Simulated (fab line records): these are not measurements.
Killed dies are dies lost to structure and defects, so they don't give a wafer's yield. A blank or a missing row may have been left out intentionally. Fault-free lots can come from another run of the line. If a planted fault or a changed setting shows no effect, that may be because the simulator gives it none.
Struck lot and sound lot, side by side / flow n5Finfet / 15 out of 1938 route steps
Sound: the wafers L340.1, L340.4, L340.5. Struck: wafer L350.1. (L350.4 of the same lot was not struck and is left out.) The cause comes at the end.
Order at every step that has rows: each side's tool, ch and its chambers, its first start. Under that, the readings that differ: sound wafers / struck wafers / difference of the means / sigmas: that difference in standard deviations of wafers without a fault.
alike: readings with means less than 2 such deviations apart, plus words and numbers identical on both sides. not compared: withheld readings, readings lacking a value on some wafer, bounds such as >300 that could conceal the same value, and numbers that have no deviation in the record and whose values overlap.
The two part at a step that has a row with sigmas, a row that says differs or no value, or rows on one side only. Non-overlapping numbers with no deviation appear without sigmas and do not part them. A reading that every wafer of one side lacks parts them only if that side has two wafers or more.

N5_BEOL_M6_STRIP_80: strips in N2/H2, time 10 s.
  sound: rieDiel-04 ch 2,3; struck: rieDiel-04 ch 3
reading=throttleValvePct (%); sound=24.4 24.4 23.2; struck=23.2; difference=-0.8; sigmas=-3
  alike: chamberPressureMTorr, drypumpMotorCurrentA, oesProductAu, rfVppV, showerheadPlenumPTorr
  not compared: rfHoursCounterH
N5_BEOL_M6_OCD_MEAS_38:
  sound on ocd-01, day 10 13:04; struck on ocd-01, day 13 20:28
  alike: trenchDepthNm
then, 4 steps without rows for these wafers: N5_BEOL_M6_HM_STRIP_39 (strips TiN in peroxide tin strip, target depth 25 nm, time 158 s); N5_BEOL_M6_SRD_40 (time 30 s); N5_BEOL_M6_PRECLEAN_42 (cleans in residue remover, time 60 s); N5_BEOL_M6_SRD_43 (time 30 s).
N5_BEOL_M6_CD_MEAS_35: target cd 40 nm, target cd y 28 nm.
  sound on cdSem-01, day 10 13:13; struck on cdSem-01, day 13 20:38
  alike: cdNm
N5_BEOL_M6_CURE_75: cures SiCOH lowk, time 120 s.
  sound on uvCure-02 ch 1, day 10 13:15; struck on uvCure-01 ch 0, day 13 20:40
  alike: lampPowerPct, wafer_temp_C_max
N5_BEOL_M6_DEGAS_44: time 60 s.
  sound on pvdSputter-01, day 10 14:52; struck on pvdSputter-01, day 13 21:13
reading=heaterPowerW (W); sound=236 309 246; struck=332; difference=+68; sigmas=+2
N5_BEOL_M6_PRE_CLEAN_45: time 30 s.
  sound on pvdSputter-01, day 10 14:54; struck on pvdSputter-01, day 13 21:15
  alike: heaterPowerW
then, 2 steps without rows for these wafers: N5_BEOL_M6_ALD_77 (deposits TaN, target thk 2 nm, pulse time 2 s, purge time 3 s); N5_BEOL_M6_SURFACE_TREAT_79.
N5_BEOL_M6_CVD_78: deposits Co from CCTBA/H2, target thk 2 nm, time 142.3 s.
  sound on cvdCo-02 ch 0,1, day 10 15:27; struck on cvdCo-02 ch 0, day 13 21:53
reading=runLengthS (s); sound=165.7 165.7 165.2; struck=64.3; difference=-101.2; sigmas=-99 or more
N5_BEOL_M6_SPUTTER_48: material Cu, target thk 10 nm, time 1.667 s.
  sound on pvdSputter-01, day 10 15:47; struck on pvdSputter-01, day 13 22:07
  alike: chamberPressurePa, throttleValvePct
-- a jump in the record: the struck wafers' starts before and after are 3 days apart (it breaks off in module BEOL_M6 and resumes in module PASSIVATION, where the first step shown is number 1936 of the route) --
N5_PASSIVATION_PROBE_49:
  rows exist in the record for the struck wafers here (prober-01, day 17 09:20), but not for the sound ones

WHERE THEY PART
First at N5_BEOL_M6_STRIP_80; last, within this record, at N5_PASSIVATION_PROBE_49.

WHY: what had been put in by the simulator
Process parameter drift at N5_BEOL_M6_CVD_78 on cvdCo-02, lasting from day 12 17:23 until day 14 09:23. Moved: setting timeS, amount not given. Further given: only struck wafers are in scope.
